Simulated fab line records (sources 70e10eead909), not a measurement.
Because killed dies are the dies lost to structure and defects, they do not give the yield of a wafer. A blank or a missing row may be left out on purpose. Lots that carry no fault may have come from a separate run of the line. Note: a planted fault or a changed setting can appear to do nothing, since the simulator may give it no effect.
fab line records	flow nand-harc
record: lots: 15	wafers: 45	last-day: 33
route steps=1302 shown A_M0@1168 A_M1@1180 A_BONDPAD@1203
lots untouched by any fault: they come from a run of this same line in which no faults occurred
start-h: hours from the record's first day to the start of the lot's first wafer shown	wait-h: hours since the lot's step before	" identical to the entry in the row above	L1.1+2: a single row standing in for several wafers	- no value present, or no start provided	* or withheld: withheld	< > ~ a bound
route shown NAME@n: NAME is a module with steps in the file, n the number in the route of the first one	usual: mean and standard deviation over wafers with no fault	same: alike in all rows	chamber/n: place in a boat	sites: the reading at each site	_std_site: standard deviation of those values	_edge_site: inner sites' mean taken away from outer sites' mean	radius-mm: how far each site lies from the wafer's centre	mask NAME#n: copy n	behind: the most recent tool/chamber to have shaped the wafer	hold: reason for holding the lot/hours on hold/outcome of the hold	device: the transistor (n, p or np) that didn't switch	end of line: at the end of the route, the tests of the same wafers	where a step has no rows: the recipe by itself	killed: the dies lost at the first sort to structure and to defects; this is not the yield of the wafer	map: a wafer's dies, marking killed ones x, the rest . and places with no die _
set.NAME: the setting that was run; set.NAME@STEP: the one run at that earlier step	model.NAME: the simulator's own value behind a step, which no gauge read
steps of the route over a sample of lots; a table a step, a row a wafer
services: the hour from which a tool's chamber was out of use, counted from the record's first day as start-h (under 0 if before that day), plus the number of hours and why
== steps ==
step: NHARC_A_M0_DEP_32
recipe: target-thk-a: 300	temp-c: 370	target-thk-nm: 30	pressure-torr: 3	flow-sccm: 200	rf-w: 450	material: SiCN
usual: heater-power-w: 584/69	showerhead-vpp-V: 1301/65
lot.wafer	tool	chamber	start-h	wait-h	heater-power-w	showerhead-vpp-V
L322.2	pecvd-03	2	530.04	0.1	717	1398
L322.3	"	0	"	"	406	1407
L322.6	"	0	"	"	433	1431
L323.4	pecvd-01	2	544.23	0.2	534	1270
L323.3	"	1	"	"	658	1266
L323.6	"	1	"	"	646	1302
L325.1	pecvd-01	1	547.18	0.1	589	1307
L325.4	"	1	"	"	596	1292
L325.5	"	2	"	"	538	1291
L324.1	pecvd-01	2	552.24	0.1	583	1301
L324.6	"	0	"	"	527	1336
L324.5	"	1	"	"	680	1276
L327.1	pecvd-01	1	575.48	0.1	647	1283
L327.6	"	0	"	"	579	1358
L327.4	"	2	"	"	531	1294
L326.1	pecvd-02	0	584.43	0.1	532	1228
L326.3	"	1	"	"	609	1224
L326.5	"	2	"	"	490	1331
L330.1	pecvd-03	1	603.62	0.1	642	1314
L330.3	"	2	"	"	630	1390
L330.6	"	1	"	"	646	1309
L329.1	pecvd-03	0	616.72	0.1	462	1429
L329.6	"	0	"	"	457	1423
L329.4	"	1	"	"	679	1338
L332.1	pecvd-02	1	632.33	0.1	656	1209
L332.2	"	2	"	"	451	1326
L332.6	"	0	"	"	519	1238
L334.5	pecvd-02	1	637.33	0.2	655	1226
L334.4	"	2	"	"	516	1337
L334.6	"	0	"	"	508	1228
L335.1	pecvd-02	2	645.12	0.1	467	1321
L335.6	"	0	"	"	540	1220
L335.5	"	1	"	"	656	1206
L336.1	pecvd-02	0	661.29	0.1	541	1220
L336.6	"	0	"	"	543	1217
L336.4	"	1	"	"	663	1195
L340.3	pecvd-02	2	709.58	0.1	547	1335
L340.2	"	1	"	"	700	1216
L340.4	"	2	"	"	536	1336
L345.3	pecvd-01	1	736.49	0.1	587	1314
L345.2	"	2	"	"	595	1287
L345.1	"	0	"	"	600	1341
L344.1	pecvd-01	2	738.80	0.1	544	1305
L344.3	"	0	"	"	614	1343
L344.6	"	2	"	"	546	1308
step: NHARC_A_M1_OVL_MEAS_10
recipe: pitch-nm: 240
usual: overlay-x-nm: -0.2/0.9	overlay-y-nm: 0.4/0.81
lot.wafer	tool	chamber	start-h	wait-h	overlay-x-nm	overlay-y-nm
L322.2	overlay-02	-	531.25	-	-1.1	-0.6
L322.3	"	-	"	"	-2.0	-0.8
L322.6	"	-	"	"	-1.5	-1.0
L323.3	overlay-02	-	545.47	-	-0.5	-0.3
L323.4	"	-	"	"	-0.7	-0.3
L323.6	"	-	"	"	-1.0	0.0
L325.1	overlay-02	-	548.60	-	-0.7	-0.5
L325.4	"	-	"	"	-1.0	-0.4
L325.5	"	-	"	"	-0.8	-0.3
L324.1	overlay-02	-	553.52	-	-0.4	0.8
L324.5	"	-	"	"	-0.4	0.5
L324.6	"	-	"	"	-0.2	0.9
L327.1	overlay-01	-	576.65	-	-1.0	0.0
L327.4	"	-	"	"	-0.6	-0.5
L327.6	"	-	"	"	-0.8	-0.2
L326.1	overlay-02	-	585.59	-	-0.8	0.7
L326.3	"	-	"	"	-0.6	1.1
L326.5	"	-	"	"	-0.4	0.8
L330.1	overlay-01	-	604.82	-	0.7	0.3
L330.3	"	-	"	"	-0.2	0.0
L330.6	"	-	"	"	-0.2	0.9
L329.1	overlay-01	-	618.05	-	-1.1	-0.8
L329.4	"	-	"	"	-0.5	-0.6
L329.6	"	-	"	"	-1.0	-0.7
L332.1	overlay-01	-	633.50	-	0.4	0.2
L332.2	"	-	"	"	0.6	0.2
L332.6	"	-	"	"	0.3	0.4
L334.4	overlay-02	-	638.44	-	0.9	0.6
L334.5	"	-	"	"	1.8	0.5
L334.6	"	-	"	"	1.2	0.8
L335.1	overlay-02	-	646.37	-	0.1	1.2
L335.5	"	-	"	"	0.1	0.9
L335.6	"	-	"	"	-1.1	0.8
L336.1	overlay-01	-	662.58	-	0.7	1.9
L336.4	"	-	"	"	0.5	1.2
L336.6	"	-	"	"	0.5	1.8
L340.2	overlay-02	-	710.91	-	-0.3	0.9
L340.3	"	-	"	"	0.2	0.8
L340.4	"	-	"	"	-0.1	0.6
L345.1	overlay-02	-	738.07	-	0.7	2.0
L345.2	"	-	"	"	1.7	1.2
L345.3	"	-	"	"	1.4	1.4
L344.1	overlay-01	-	740.38	-	-0.7	0.1
L344.3	"	-	"	"	-1.0	0.4
L344.6	"	-	"	"	-1.2	0.5
step: NHARC_A_M1_PVD_20
recipe: target-thk-a: 50	bias-v: 168.6	power-w: 15000	chamber-pressure-pa: 0.12	time-s: 8.06	substrate-temp-c: 50	material: TaN
usual: cathode-dc-power-W: 15000/2.7	chamber-pressure-pa: 0.12001/0.00024	substrate-temp-c: 50.01/0.11	throttle-valve-pct: 30.2/1.1
lot.wafer	tool	chamber	start-h	wait-h	cathode-dc-power-W	chamber-pressure-pa	substrate-temp-c	throttle-valve-pct
L322.2	pvd-sputter-01	-	-	-	15002	0.1201	50.07	28.5
L322.3	"	-	"	"	14997	0.1199	49.97	30.7
L322.6	"	-	"	"	15001	0.12028	49.95	28.5
L323.3	pvd-sputter-02	-	-	-	15002	0.12021	49.76	29.4
L323.4	"	-	"	"	14996	0.12027	49.89	31.0
L323.6	"	-	"	"	15001	0.12031	49.81	28.9
L325.1	pvd-sputter-01	-	-	-	15001	0.11991	50.05	31.3
L325.4	"	-	"	"	14996	0.12004	49.84	30.6
L325.5	"	-	"	"	14992	0.12073	50.10	28.3
L324.1	pvd-sputter-01	-	-	-	15001	0.12039	50.02	28.2
L324.5	"	-	"	"	15001	0.11997	49.97	28.9
L324.6	"	-	"	"	14997	0.12013	50.06	30.9
L327.1	pvd-sputter-02	-	-	-	15002	0.11998	49.80	31.0
L327.4	"	-	"	"	15000	0.12046	50.10	29.3
L327.6	"	-	"	"	14998	0.12034	49.88	30.0
L326.3	pvd-sputter-02	-	-	-	14995	0.11994	50.10	29.5
L326.1	"	-	"	"	15000	0.12016	49.99	31.0
L326.5	"	-	"	"	14997	0.12024	50.04	28.9
L330.3	pvd-sputter-02	-	-	-	15003	0.11971	50.17	31.0
L330.1	"	-	"	"	14995	0.1202	50.02	28.9
L330.6	"	-	"	"	15001	0.12016	50.01	29.6
L329.4	pvd-sputter-03	-	-	-	15001	0.12029	50.12	33.1
L329.1	"	-	"	"	15001	0.11974	49.98	30.2
L329.6	"	-	"	"	15000	0.11993	50.06	33.2
L332.2	pvd-sputter-03	-	-	-	15001	0.12037	50.08	33.2
L332.1	"	-	"	"	14998	0.11977	49.94	29.6
L332.6	"	-	"	"	14999	0.12034	50.03	33.0
L334.4	pvd-sputter-02	-	-	-	15003	0.11951	50.15	29.9
L334.5	"	-	"	"	14999	0.11959	50.08	31.1
L334.6	"	-	"	"	15000	0.11962	50.29	30.0
L335.1	pvd-sputter-03	-	-	-	15002	0.12001	49.94	29.9
L335.6	"	-	"	"	15002	0.12018	49.96	30.2
L335.5	"	-	"	"	14996	0.1197	50.12	30.1
L336.4	pvd-sputter-02	-	-	-	15005	0.12007	50.13	29.5
L336.1	"	-	"	"	15000	0.11998	49.93	29.0
L336.6	"	-	"	"	14995	0.11993	49.77	30.8
L340.2	pvd-sputter-02	-	-	-	15003	0.11997	50.07	30.7
L340.4	"	-	"	"	15003	0.12002	50.01	31.3
L340.3	"	-	"	"	15006	0.11984	49.96	28.9
L345.2	pvd-sputter-02	-	-	-	14995	0.12005	50.03	31.3
L345.3	"	-	"	"	14997	0.11993	50.12	29.4
L345.1	"	-	"	"	14998	0.1204	50.03	29.1
L344.1	pvd-sputter-02	-	-	-	15000	0.11976	49.89	29.5
L344.3	"	-	"	"	14997	0.12043	49.90	29.0
L344.6	"	-	"	"	14999	0.12026	50.00	31.2
step: NHARC_A_BONDPAD_CMP_29
recipe: target-thk-nm: 200	material: SiCN
usual: edge-zone-pressure-frac: 1.000/0.005	motor-current-A: 12.0/1.2
lot.wafer	tool	chamber	start-h	wait-h	edge-zone-pressure-frac	motor-current-A
L322.2	cmp-02	2	535.05	-	0.995	11.5
L322.3	"	1	"	"	1.000	11.5
L322.6	"	3	"	"	1.003	10.5
L323.3	cmp-01	1	549.31	-	1.000	13.2
L323.4	"	0	"	"	0.993	12.4
L323.6	"	1	"	"	1.000	12.5
L325.4	cmp-01	0	553.02	-	0.998	13.6
L325.1	"	2	"	"	1.005	14.4
L325.5	"	0	"	"	0.996	13.0
L324.1	cmp-01	0	557.31	-	1.004	13.2
L324.5	"	0	"	"	0.996	12.7
L324.6	"	1	"	"	0.996	12.9
L327.1	cmp-03	0	580.46	-	1.003	11.5
L327.4	"	1	"	"	0.995	10.4
L327.6	"	0	"	"	0.999	10.8
L326.1	cmp-01	2	589.38	-	0.994	14.4
L326.3	"	1	"	"	1.001	13.2
L326.5	"	3	"	"	1.006	11.4
L330.1	cmp-03	1	608.67	-	0.999	10.3
L330.3	"	3	"	"	1.002	10.9
L330.6	"	1	"	"	0.996	10.6
L329.4	cmp-02	1	621.89	-	1.001	11.2
L329.1	"	3	"	"	0.997	10.8
L329.6	"	1	"	"	0.996	11.0
L332.1	cmp-02	3	637.89	-	-	-
L332.2	"	1	"	"	-	-
L332.6	"	3	"	"	-	-
L334.4	cmp-02	1	642.29	-	-	-
L334.6	"	3	"	"	-	-
L334.5	"	0	"	"	-	-
L335.1	cmp-01	1	650.18	-	-	-
L335.5	"	1	"	"	-	-
L335.6	"	2	"	"	-	-
L336.1	cmp-03	3	666.45	-	1.001	10.9
L336.4	"	0	"	"	1.000	11.2
L336.6	"	1	"	"	1.008	10.5
L340.4	cmp-02	1	714.70	-	1.011	11.8
L340.3	"	2	"	"	1.007	11.2
L340.2	"	3	"	"	0.996	10.6
L345.3	cmp-01	3	742.01	-	0.998	11.6
L345.1	"	0	"	"	0.988	12.3
L345.2	"	1	"	"	1.011	12.4
L344.1	cmp-01	3	744.27	-	1.001	11.2
L344.3	"	0	"	"	1.002	12.4
L344.6	"	2	"	"	1.001	14.1
step: NHARC_A_BONDPAD_THK_MEAS_30
recipe: thk-meas-gauge: ellipsometry
usual: thk-nm: 199.8/1.8
lot.wafer	tool	chamber	start-h	wait-h	hold	thk-nm
L322.2	film-metro-02	-	535.30	0.2	-	198.2
L322.3	"	-	"	"	-	204.8
L322.6	"	-	"	"	-	200.1
L323.3	film-metro-01	-	549.55	0.2	-	195.6
L323.4	"	-	"	"	-	197.3
L323.6	"	-	"	"	-	194.7
L325.1	film-metro-01	-	553.24	0.1	-	200.3
L325.4	"	-	"	"	-	197.8
L325.5	"	-	"	"	-	198.8
L324.1	film-metro-02	-	557.57	0.2	-	197.9
L324.5	"	-	"	"	-	201.2
L324.6	"	-	"	"	-	197.2
L327.1	film-metro-01	-	580.68	0.2	-	199.3
L327.4	"	-	"	"	-	197.7
L327.6	"	-	"	"	-	196.9
L326.1	film-metro-01	-	589.63	0.2	-	199.2
L326.3	"	-	"	"	-	198.8
L326.5	"	-	"	"	-	200.8
L330.1	film-metro-02	-	608.92	0.2	-	199.0
L330.3	"	-	"	"	-	198.4
L330.6	"	-	"	"	-	199.1
L329.1	film-metro-01	-	622.12	0.2	-	202.9
L329.4	"	-	"	"	-	203.8
L329.6	"	-	"	"	-	203.1
L332.1	film-metro-02	-	638.12	0.2	await-dispo/0.2h/release	242.3
L332.2	"	-	"	"	await-dispo/0.2h/release	243.5
L332.6	"	-	"	"	await-dispo/0.2h/release	248.0
L332.1	film-metro-02	-	638.30	0.2	-	241.7
L332.2	"	-	"	"	-	245.0
L332.6	"	-	"	"	-	246.3
L334.4	film-metro-01	-	642.49	0.2	await-dispo/0.2h/release	245.6
L334.5	"	-	"	"	await-dispo/0.2h/release	250.4
L334.6	"	-	"	"	await-dispo/0.2h/release	249.9
L334.4	film-metro-01	-	642.66	0.2	-	246.3
L334.5	"	-	"	"	-	251.6
L334.6	"	-	"	"	-	249.1
L335.1	film-metro-01	-	650.43	0.2	await-dispo/0.2h/release	250.4
L335.5	"	-	"	"	await-dispo/0.2h/release	253.5
L335.6	"	-	"	"	await-dispo/0.2h/release	250.0
L335.1	film-metro-01	-	650.60	0.2	-	250.4
L335.5	"	-	"	"	-	253.9
L335.6	"	-	"	"	-	250.4
L336.1	film-metro-01	-	666.65	0.2	-	197.6
L336.4	"	-	"	"	-	197.5
L336.6	"	-	"	"	-	199.7
L340.2	film-metro-02	-	714.94	0.2	-	201.0
L340.3	"	-	"	"	-	197.5
L340.4	"	-	"	"	-	203.6
L345.1	film-metro-02	-	742.23	0.2	-	201.5
L345.2	"	-	"	"	-	198.3
L345.3	"	-	"	"	-	199.2
L344.1	film-metro-01	-	744.47	0.2	-	200.0
L344.3	"	-	"	"	-	200.1
L344.6	"	-	"	"	-	201.2
== services ==
tool	chamber	start-h	hours	kind
pvd-sputter-03	-	526.00	10.0	pm
cmp-02	-	526.64	4.0	pm
pecvd-01	0	541.97	8.2	repair
pecvd-03	-	547.00	13.0	pm
cmp-03	-	552.90	2.2	repair
cmp-02	-	567.11	0.3	repair
pvd-sputter-01	-	573.23	5.5	repair
cmp-01	-	577.52	4.0	pm
cmp-02	-	578.67	12.9	repair
pvd-sputter-01	-	582.00	10.0	pm
pecvd-02	-	589.80	13.0	pm
cmp-01	-	593.63	1.6	repair
pvd-sputter-03	-	594.18	1.0	repair
cmp-02	-	600.59	0.5	repair
cmp-02	-	618.38	1.0	repair
cmp-02	-	624.64	4.0	pm
cmp-02	-	643.39	0.7	repair
cmp-03	-	645.49	1.9	repair
cmp-02	-	650.05	0.4	repair
pecvd-01	-	673.91	13.0	pm
cmp-01	-	675.52	4.0	pm
cmp-01	-	719.46	2.3	repair
cmp-02	-	722.64	4.0	pm
cmp-01	-	723.82	0.3	repair
== key ==
first-sign: step: NHARC_A_BONDPAD_CMP_29	reading: tool-record	direction: missing
effect: step: NHARC_A_BONDPAD_THK_MEAS_30	reading: visit	direction: added
effect: step: NHARC_A_BONDPAD_THK_MEAS_30	reading: thk-nm	direction: up	sigmas: 26	usual: 199.8	struck: 248.2
met-at NHARC_A_BONDPAD_CMP_29
struck-lots L332,L334,L335
later-rows-left-out L332.1,L332.2,L332.6,L334.4,L334.5,L334.6,L335.1,L335.5,L335.6
sort-left-out L332.1,L332.2,L332.6,L334.4,L334.5,L334.6,L335.1,L335.5,L335.6
not-acting-at NHARC_A_M0_DEP_32,NHARC_A_M1_OVL_MEAS_10,NHARC_A_M1_PVD_20
onset-between 621.89 637.89
fault: kind: skipped-step-whole	tool: cmp-01,cmp-02	chamber: -	onset-h: 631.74	steps: NHARC_A_BONDPAD_CMP_29	scope: struck-lots-only
sort-left-out: the simulated sort isn't trusted on such a fault, so these wafers' sort isn't shown, and their yield isn't known
later-rows-left-out: the simulator's readings of these wafers behind a module that went badly wrong aren't trusted and aren't shown, but for the sort
